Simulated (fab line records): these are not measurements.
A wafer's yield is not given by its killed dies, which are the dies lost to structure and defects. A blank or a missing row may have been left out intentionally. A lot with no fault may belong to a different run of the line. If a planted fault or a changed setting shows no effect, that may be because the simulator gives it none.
Which tool is to blame? + flow nand harc + Sampling: 13 lots, 39 wafers, 5 of 1159 route steps

== WHAT THE GAUGES SHOWED, per wafer ==
NHARC_A_BONDPAD_THK_MEAS_20: measures by xrf.
| lot  | measured     | on            | thk nm (nm)       |
|------|--------------|---------------|-------------------|
| L141 | day 18 03:57 | film metro-02 | 168.1 169.3 168.2 |
| L142 | day 18 08:47 | film metro-01 | 169.5 169.4 166.7 |
| L144 | day 18 09:14 | film metro-02 | 170.8 169.9 168.3 |
| L143 | day 18 09:29 | film metro-02 | 169.5 168.5 166.4 |
| L145 | day 18 21:17 | film metro-01 | 170.4 171.7 167.5 |
| L148 | day 19 12:13 | film metro-02 | 168.8 171.8 171.4 |
| L147 | day 20 07:55 | film metro-01 | 168.0 168.7 168.3 |
| L153 | day 20 17:58 | film metro-02 | 169.9 172.6 166.2 |
| L156 | day 21 22:51 | film metro-01 | 169.5 172.2 169.6 |
| L157 | day 22 04:32 | film metro-01 | 169.8 170.8 171.9 |
| L158 | day 22 05:02 | film metro-01 | 169.3 168.6 170.3 |
| L161 | day 22 21:54 | film metro-01 | 173.2 172.0 172.7 |
| L163 | day 24 04:23 | film metro-02 | 172.3 175.5 171.2 |

NHARC_THIN_TSV_CD_MEAS_12: target cd 1000 nm.
| lot  | measured     | on        | cd nm (nm)           |
|------|--------------|-----------|----------------------|
| L141 | day 18 20:53 | cd sem-01 | 1001.9 1001.8 1001.3 |
| L142 | day 19 02:00 | cd sem-02 | 996.0 999.1 999.7    |
| L144 | day 19 00:36 | cd sem-01 | 999.9 998.8 1000.2   |
| L143 | day 18 23:20 | cd sem-01 | 1001.9 1003.5 1000.5 |
| L145 | day 19 13:03 | cd sem-01 | 997.8 998.7 999.4    |
| L148 | day 20 00:59 | cd sem-03 | 1003.1 1000.9 1003.4 |
| L147 | day 20 20:05 | cd sem-01 | 998.1 1000.9 1002.1  |
| L153 | day 21 07:54 | cd sem-03 | 1000.0 995.0 995.8   |
| L156 | day 22 13:44 | cd sem-02 | 998.5 999.4 998.7    |
| L157 | day 22 15:03 | cd sem-01 | 1001.6 1003.1 1000.8 |
| L158 | day 22 21:52 | cd sem-03 | 1001.0 1003.5 999.2  |
| L161 | day 23 13:16 | cd sem-03 | 1003.9 1000.7 1005.1 |
| L163 | day 24 18:23 | cd sem-02 | 1002.9 1002.2 1003.8 |

NHARC_END_SORT_01.
| lot  | measured     | on        | defect limited yield (%) | killed at array | killed at other | killed at periphery | killed dies | killed open | killed short | sort_bin_2_pct (%) | sort_bin_3_pct (%) | sort_bin_4_pct (%) | sort n pass | sort rim yield pct (%) | sort yield pct (%) |
|------|--------------|-----------|--------------------------|-----------------|-----------------|---------------------|-------------|-------------|--------------|--------------------|--------------------|--------------------|-------------|------------------------|--------------------|
| L153 | day 22 00:13 | prober-02 | 85.5 79.9 83.9           | 96 131 107      | 0 1 0           | 2 4 2               | 98 136 109  | 3 4 4       | 2 6 0        | 6.2 6.5 5.8        | 3.69 4.58 3.10     | 4.6 9.0 7.2        | 579 541 568 | 77.4 84.0 85.8         | 85.5 79.9 83.9     |
| L157 | day 23 05:07 | prober-02 | 96.6 96.2 97.6           | 17 13 12        | 1 1 0           | 5 12 4              | 23 26 16    | 5 4 3       | 0 5 1        | 0.7 1.6 0.4        | 0.15 0.15 0.30     | 2.5 2.1 1.6        | 654 651 661 | 92.5 99.1 96.2         | 96.6 96.2 97.6     |

== WHICH TOOL RAN EACH LOT (tool, then ch and the chambers of the sampled wafers, then the start) ==
| lot  | NHARC_A_M0_PVD_21            | NHARC_A_BONDPAD_ANNEAL_28        |
|------|------------------------------|----------------------------------|
| L141 | pvd sputter-03, day 17 17:50 | rtp anneal-02 ch 0, day 18 03:20 |
| L142 | pvd sputter-01, day 17 22:22 | rtp anneal-01 ch 0, day 18 08:11 |
| L144 | pvd sputter-03, day 17 22:58 | rtp anneal-02 ch 0, day 18 08:35 |
| L143 | pvd sputter-02, day 17 23:30 | rtp anneal-01 ch 0, day 18 08:59 |
| L145 | pvd sputter-01, day 18 10:59 | rtp anneal-01 ch 0, day 18 20:40 |
| L148 | pvd sputter-01, day 19 02:13 | rtp anneal-01 ch 0, day 19 11:37 |
| L147 | pvd sputter-03, day 19 21:32 | rtp anneal-02 ch 0, day 20 07:18 |
| L153 | pvd sputter-01, day 20 08:10 | rtp anneal-01 ch 0, day 20 17:18 |
| L156 | pvd sputter-03, day 21 12:40 | rtp anneal-02 ch 0, day 21 22:17 |
| L157 | pvd sputter-02, day 21 18:44 | rtp anneal-01 ch 0, day 22 03:52 |
| L158 | pvd sputter-03, day 21 18:55 | rtp anneal-02 ch 0, day 22 04:22 |
| L161 | pvd sputter-03, day 22 10:51 | rtp anneal-01 ch 0, day 22 21:17 |
| L163 | pvd sputter-03, day 23 18:06 | rtp anneal-01 ch 0, day 24 03:43 |
- NHARC_A_M0_PVD_21: deposits Cu, target thk 30 nm, time 20.49 s.
- NHARC_A_BONDPAD_ANNEAL_28: time 90 s.

== AS READ BY THE TOOLS THEMSELVES (means over the sampled wafers that have a number; for cases with no such wafer, the mark the record gives instead) ==
NHARC_A_M0_PVD_21.
| lot  | tool           | throttle valve pct (%) |
|------|----------------|------------------------|
| L141 | pvd sputter-03 | 29.2                   |
| L142 | pvd sputter-01 | 31.0                   |
| L144 | pvd sputter-03 | 30.1                   |
| L143 | pvd sputter-02 | 29.4                   |
| L145 | pvd sputter-01 | 29.9                   |
| L148 | pvd sputter-01 | 30.6                   |
| L147 | pvd sputter-03 | 29.9                   |
| L153 | pvd sputter-01 | 30.5                   |
| L156 | pvd sputter-03 | 31.6                   |
| L157 | pvd sputter-02 | 29.4                   |
| L158 | pvd sputter-03 | 30.6                   |
| L161 | pvd sputter-03 | 30.8                   |
| L163 | pvd sputter-03 | 30.7                   |

NHARC_A_BONDPAD_ANNEAL_28.
| lot  | tool          | wafer_temp_C_max |
|------|---------------|------------------|
| L141 | rtp anneal-02 | 225.73           |
| L142 | rtp anneal-01 | 226.18           |
| L144 | rtp anneal-02 | 225.98           |
| L143 | rtp anneal-01 | 226.29           |
| L145 | rtp anneal-01 | 226.23           |
| L148 | rtp anneal-01 | 226.27           |
| L147 | rtp anneal-02 | 225.96           |
| L153 | rtp anneal-01 | 226.11           |
| L156 | rtp anneal-02 | 225.79           |
| L157 | rtp anneal-01 | 226.08           |
| L158 | rtp anneal-02 | 225.80           |
| L161 | rtp anneal-01 | 226.29           |
| L163 | rtp anneal-01 | 226.07           |

== THE ANSWER, worked out from the rows above alone ==
Rule: usual is defined by the lots themselves. Put in order of their means at a reading, lots are off if they are a third of the lots or fewer, leave a main group of 4 or more, and stand apart from it by a gap of 3 or more times the standard deviation of the main group's means; of several such gaps the widest counts. Not used: any main group whose means are identical at the precision the tables above print for the reading. A lot without any number at a reading at which 4 lots or more have one is off too. The other lots that the step has rows for count as sound. The gauges are gone through in route order, then the tools' own readings, and for those a lot's mean is taken as printed above. At the first step where some lot is off, the reading lying furthest off is the one used; lots without a number count as furthest.
No lot is off at any reading shown: from this, nothing can be told.

== WHAT THE SIMULATOR PUT IN ==
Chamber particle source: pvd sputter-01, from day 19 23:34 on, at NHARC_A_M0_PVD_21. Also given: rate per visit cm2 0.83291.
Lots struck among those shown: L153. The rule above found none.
